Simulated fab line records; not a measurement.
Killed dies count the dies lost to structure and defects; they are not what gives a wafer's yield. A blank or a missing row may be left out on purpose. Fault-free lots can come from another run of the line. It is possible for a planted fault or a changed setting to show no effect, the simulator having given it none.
Matching of chambers ; flow nandHarc ; rieSi-01 running NHARC_P_ZERO_WELL_ETCH_63: 4 sister chambers
The step etches the open film in HBr/Cl2, target depth 120 nm, time 40.1 s. 4 wafers are shown with their chamber, then 10 later ones without.

## WAFERS, EACH WITH ITS CHAMBER
wafer;chamber;drypumpMotorCurrentA (A)
L081.3;3;6.4
L086.5;0;5.3
L090.1;2;6.6
L090.3;1;6.0

## WAFERS WITH NO CHAMBER GIVEN
wafer;drypumpMotorCurrentA (A)
L090.5;6.6
L091.4;6.4
L091.5;6.0
L091.6;6.6
L095.3;5.3
L095.5;6.4
L095.6;6.5
L097.1;6.0
L097.3;6.6
L097.4;6.4

## WHICH CHAMBER EACH WENT THROUGH
wafer;from the rows above;in truth
L090.5;2;2
L091.4;3;3
L091.5;1;1
L091.6;2;2
L095.3;0;0
L095.5;3;3
L095.6;can't be placed: 2 or 3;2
L097.1;1;1
L097.3;2;2
L097.4;3;3
Placed correctly: 9 of 10. Cannot be placed on the basis of these rows: 1; the candidates contain the true chamber in 1. Wrongly placed: 0.
How it was worked out, from the rows above alone: a wafer's distance from a chamber is the root of the sum, over the readings, of the square of ((its reading less the chamber's mean) divided by the reading's scatter). If the next closest chamber is less than 2 further off than the closest, the wafer can't be placed; otherwise it belongs to the closest. For every chamber, the mean is computed from those of its wafers that are shown. The scatter: with one shown wafer a chamber, the root of the mean of the squares of how far each hidden wafer lies from its nearest shown one.
